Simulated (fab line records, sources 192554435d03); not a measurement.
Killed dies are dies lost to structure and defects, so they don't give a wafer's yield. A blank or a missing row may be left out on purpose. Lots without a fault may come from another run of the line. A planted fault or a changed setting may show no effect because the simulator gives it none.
Which tool did it? | flow n5_finfet | 24 lots, 72 wafers sampled, at 4 steps of a route of 1938

WHAT THE GAUGES READ, wafer by wafer
N5_BEOL_M2_OVL_MEAS_29. Usual: V1_OVL 0.5 nm, standard deviation 0.8.
lot  | measured     | on         | V1_OVL (nm)   | flag
L074 | day 6 10:27  | overlay-02 | 0.8 0.4 1.1   |
L075 | day 7 01:52  | overlay-01 | 0.5 0.4 1.4   |
L077 | day 7 03:46  | overlay-01 | -0.5 0.0 -0.3 |
L076 | day 7 15:54  | overlay-02 | 0.8 1.8 0.2   |
L078 | day 7 17:14  | overlay-01 | -0.2 1.1 -0.6 |
L079 | day 7 20:08  | overlay-02 | 1.3 0.8 1.2   |
L080 | day 7 23:04  | overlay-01 | -0.1 0.3 0.2  |
L081 | day 9 01:20  | overlay-01 | 0.9 0.3 2.2   |
L084 | day 9 04:31  | overlay-02 | 1.9 0.6 1.2   |
L083 | day 9 10:06  | overlay-01 | -0.6 0.4 -1.0 |
L082 | day 9 14:17  | overlay-02 | -0.2 1.6 -0.4 |
L085 | day 9 17:32  | overlay-02 | 0.6 0.9 0.3   |
L086 | day 10 00:36 | overlay-02 | -0.6 0.3 -0.7 |
L087 | day 10 03:16 | overlay-01 | 2.4 -0.1 1.7  |
L088 | day 10 09:44 | overlay-01 | 0.1 0.9 0.3   |
L089 | day 10 11:23 | overlay-01 | 0.8 1.1 0.9   |
L090 | day 10 22:44 | overlay-02 | -0.4 -0.7 0.0 |
L092 | day 11 08:53 | overlay-02 | 0.4 -0.9 1.0  |
L091 | day 11 13:55 | overlay-02 | 0.6 0.3 1.8   |
L093 | day 11 14:37 | overlay-02 | 1.9 0.4 1.6   |
L094 | day 11 19:56 | overlay-01 | -1.5 1.0 0.8  |
L095 | day 12 07:58 | overlay-01 | -0.6 -0.7 0.0 |
L096 | day 12 10:24 | overlay-01 | 1.0 -0.2 0.3  |
L097 | day 12 11:31 | overlay-01 | 0.7 -0.3 -0.6 |

N5_BEOL_M2_INSPECT_30: inspects for defects (brightfield). Usual: raw_defect_count 409, standard deviation 91.
lot  | measured     | on                | raw_defect_count | flag
L074 | day 6 10:31  | defect_inspect-01 | 584 545 485      |
L075 | day 7 01:55  | defect_inspect-01 | 242 441 245      |
L077 | day 7 03:49  | defect_inspect-02 | 331 366 244      |
L076 | day 7 15:58  | defect_inspect-01 | 426 431 366      |
L078 | day 7 17:17  | defect_inspect-01 | 477 507 334      |
L079 | day 7 20:11  | defect_inspect-01 | 381 329 376      |
L080 | day 7 23:08  | defect_inspect-01 | 283 343 325      |
L081 | day 9 01:23  | defect_inspect-01 | 614 431 589      |
L084 | day 9 04:34  | defect_inspect-01 | 380 352 357      |
L083 | day 9 10:10  | defect_inspect-02 | 371 480 423      |
L082 | day 9 14:20  | defect_inspect-01 | 390 506 375      |
L085 | day 9 17:36  | defect_inspect-02 | 318 289 264      |
L086 | day 10 00:39 | defect_inspect-02 | 489 285 402      |
L087 | day 10 03:19 | defect_inspect-02 | 350 457 386      |
L088 | day 10 09:47 | defect_inspect-02 | 417 426 378      |
L089 | day 10 11:27 | defect_inspect-01 | 316 284 389      |
L090 | day 10 22:47 | defect_inspect-01 | 581 477 379      |
L092 | day 11 08:56 | defect_inspect-02 | 368 394 353      |
L091 | day 11 13:59 | defect_inspect-01 | 408 331 324      |
L093 | day 11 14:40 | defect_inspect-01 | 446 362 335      |
L094 | day 11 19:59 | defect_inspect-01 | 441 533 613      |
L095 | day 12 08:01 | defect_inspect-01 | 361 302 297      |
L096 | day 12 10:28 | defect_inspect-01 | 499 469 481      |
L097 | day 12 11:35 | defect_inspect-01 | 681 462 520      |

WHICH TOOL RAN EACH LOT (tool, then ch and the chambers of the sampled wafers, then the start)
lot  | N5_BEOL_M1_ANNEAL_95         | N5_BEOL_M2_ILD_DEP_00
L074 | pvd_sputter-01, day 6 06:45  | pecvd-01 ch 0,2, day 6 08:17
L075 | pvd_sputter-02, day 6 22:11  | pecvd-04 ch 1,2, day 7 00:04
L077 | pvd_sputter-02, day 7 00:45  | pecvd-04 ch 1,2, day 7 02:00
L076 | pvd_sputter-03, day 7 12:16  | pecvd-02 ch 0,2, day 7 13:31
L078 | pvd_sputter-03, day 7 14:16  | pecvd-02 ch 0,1,2, day 7 15:33
L079 | pvd_sputter-03, day 7 16:52  | pecvd-04 ch 1,2, day 7 18:07
L080 | pvd_sputter-02, day 7 17:50  | pecvd-04 ch 0,1, day 7 19:14
L081 | pvd_sputter-03, day 8 21:59  | pecvd-02 ch 0,1,2, day 8 23:14
L084 | pvd_sputter-02, day 9 01:41  | pecvd-02 ch 0,2, day 9 02:56
L083 | pvd_sputter-02, day 9 06:41  | pecvd-01 ch 0,1,2, day 9 07:56
L082 | pvd_sputter-01, day 9 10:57  | pecvd-04 ch 0,1, day 9 12:13
L085 | pvd_sputter-01, day 9 14:32  | pecvd-01 ch 0,1,2, day 9 15:47
L086 | pvd_sputter-02, day 9 18:34  | pecvd-01 ch 0,1,2, day 9 19:53
L087 | pvd_sputter-02, day 9 22:15  | pecvd-01 ch 0,2, day 9 23:38
L088 | pvd_sputter-03, day 10 04:33 | pecvd-01 ch 0,2, day 10 05:48
L089 | pvd_sputter-03, day 10 08:23 | pecvd-02 ch 0,1,2, day 10 09:41
L090 | pvd_sputter-02, day 10 19:36 | pecvd-01 ch 1,2, day 10 20:51
L092 | pvd_sputter-02, day 11 04:40 | pecvd-02 ch 0,1,2, day 11 05:56
L091 | pvd_sputter-03, day 11 09:38 | pecvd-02 ch 0,1, day 11 11:11
L093 | pvd_sputter-02, day 11 11:27 | pecvd-04 ch 0,2, day 11 12:42
L094 | pvd_sputter-01, day 11 15:22 | pecvd-02 ch 0,2, day 11 16:59
L095 | pvd_sputter-01, day 12 03:42 | pecvd-02 ch 0,2, day 12 04:57
L096 | pvd_sputter-01, day 12 05:32 | pecvd-01 ch 0,1, day 12 07:05
L097 | pvd_sputter-02, day 12 08:46 | pecvd-01 ch 0,1,2, day 12 10:01
- N5_BEOL_M1_ANNEAL_95: time 240 s.
- N5_BEOL_M2_ILD_DEP_00: deposits SiOC from DEMS/O2, target thk 79 nm, time 15.3 s.

WHAT THE TOOLS THEMSELVES READ (means of the sampled wafers that have a number; where no wafer has one, the mark that the record gives instead)
N5_BEOL_M1_ANNEAL_95. Usual: heater_power_w 824 W, standard deviation 59; susceptor_temp_C_max 401.0, standard deviation 0.4.
lot  | tool           | heater_power_w (W) | susceptor_temp_C_max | flag
L074 | pvd_sputter-01 | 847                | 401.3                |
L075 | pvd_sputter-02 | 828                | 400.8                |
L077 | pvd_sputter-02 | 835                | 400.6                |
L076 | pvd_sputter-03 | 764                | 401.3                |
L078 | pvd_sputter-03 | 815                | 401.3                |
L079 | pvd_sputter-03 | 732                | 401.1                |
L080 | pvd_sputter-02 | 847                | 400.9                |
L081 | pvd_sputter-03 | 806                | 401.1                |
L084 | pvd_sputter-02 | 817                | 401.0                |
L083 | pvd_sputter-02 | 851                | 400.7                |
L082 | pvd_sputter-01 | 782                | 401.2                |
L085 | pvd_sputter-01 | 717                | 400.9                |
L086 | pvd_sputter-02 | 850                | 400.8                |
L087 | pvd_sputter-02 | 840                | 400.7                |
L088 | pvd_sputter-03 | 759                | 400.9                |
L089 | pvd_sputter-03 | 788                | 400.9                |
L090 | pvd_sputter-02 | 876                | 400.8                |
L092 | pvd_sputter-02 | 862                | 401.0                |
L091 | pvd_sputter-03 | 853                | 401.1                |
L093 | pvd_sputter-02 | 843                | 400.7                |
L094 | pvd_sputter-01 | 799                | 401.3                |
L095 | pvd_sputter-01 | 756                | 401.1                |
L096 | pvd_sputter-01 | 786                | 401.3                |
L097 | pvd_sputter-02 | 846                | 401.2                |

N5_BEOL_M2_ILD_DEP_00. Usual: heater_power_outer_w 227 W, standard deviation 36; heater_power_w 416 W, standard deviation 60; showerhead_plenum_p_Torr 5.695 Torr, standard deviation 0.014; throttle_valve_pct 12.0 %, standard deviation 0.57.
lot  | tool     | heater_power_outer_w (W) | heater_power_w (W) | showerhead_plenum_p_Torr (Torr) | throttle_valve_pct (%) | flag
L074 | pecvd-01 | 174                      | 339                | 5.696                           | 11.9                   |
L075 | pecvd-04 | 226                      | 381                | 5.690                           | 12.7                   |
L077 | pecvd-04 | 221                      | 404                | 5.702                           | 12.8                   |
L076 | pecvd-02 | 205                      | 418                | 5.680                           | 12.0                   |
L078 | pecvd-02 | 238                      | 470                | 5.692                           | 11.9                   |
L079 | pecvd-04 | 237                      | 406                | 5.696                           | 12.8                   |
L080 | pecvd-04 | 269                      | 433                | 5.680                           | 12.2                   |
L081 | pecvd-02 | 223                      | 442                | 5.689                           | 12.0                   |
L084 | pecvd-02 | 253                      | 470                | 5.683                           | 11.9                   |
L083 | pecvd-01 | 200                      | 363                | 5.693                           | 11.8                   |
L082 | pecvd-04 | 272                      | 442                | 5.691                           | 12.3                   |
L085 | pecvd-01 | 200                      | 362                | 5.703                           | 11.9                   |
L086 | pecvd-01 | 212                      | 371                | 5.691                           | 12.0                   |
L087 | pecvd-01 | 206                      | 378                | 5.693                           | 12.0                   |
L088 | pecvd-01 | 181                      | 346                | 5.705                           | 11.9                   |
L089 | pecvd-02 | 257                      | 485                | 5.688                           | 11.9                   |
L090 | pecvd-01 | 221                      | 376                | 5.712                           | 11.9                   |
L092 | pecvd-02 | 255                      | 495                | 5.697                           | 11.9                   |
L091 | pecvd-02 | 212                      | 433                | 5.685                           | 12.4                   |
L093 | pecvd-04 | 243                      | 455                | 5.693                           | 11.4                   |
L094 | pecvd-02 | 217                      | 424                | 5.693                           | 11.6                   |
L095 | pecvd-02 | 253                      | 478                | 5.682                           | 12.1                   |
L096 | pecvd-01 | 205                      | 355                | 5.697                           | 12.0                   |
L097 | pecvd-01 | 194                      | 351                | 5.702                           | 12.0                   |

THE ANSWER, worked out from the rows above alone
Rule: a lot is off if the mean of its wafers that have a number lies more than 3 standard deviations from the usual mean. A lot without any number at a reading at which 4 lots or more have one is off too. The other lots that the step has rows for count as sound. The gauges are gone through in route order, then the tools' own readings, and for those a lot's mean is taken as printed above. The first step at which some lot is off is used, and at that step the reading that is off furthest; a lot without a number counts as furthest.
No lot is off at any reading shown: from this, nothing can be told.

WHAT THE SIMULATOR HAD PUT IN
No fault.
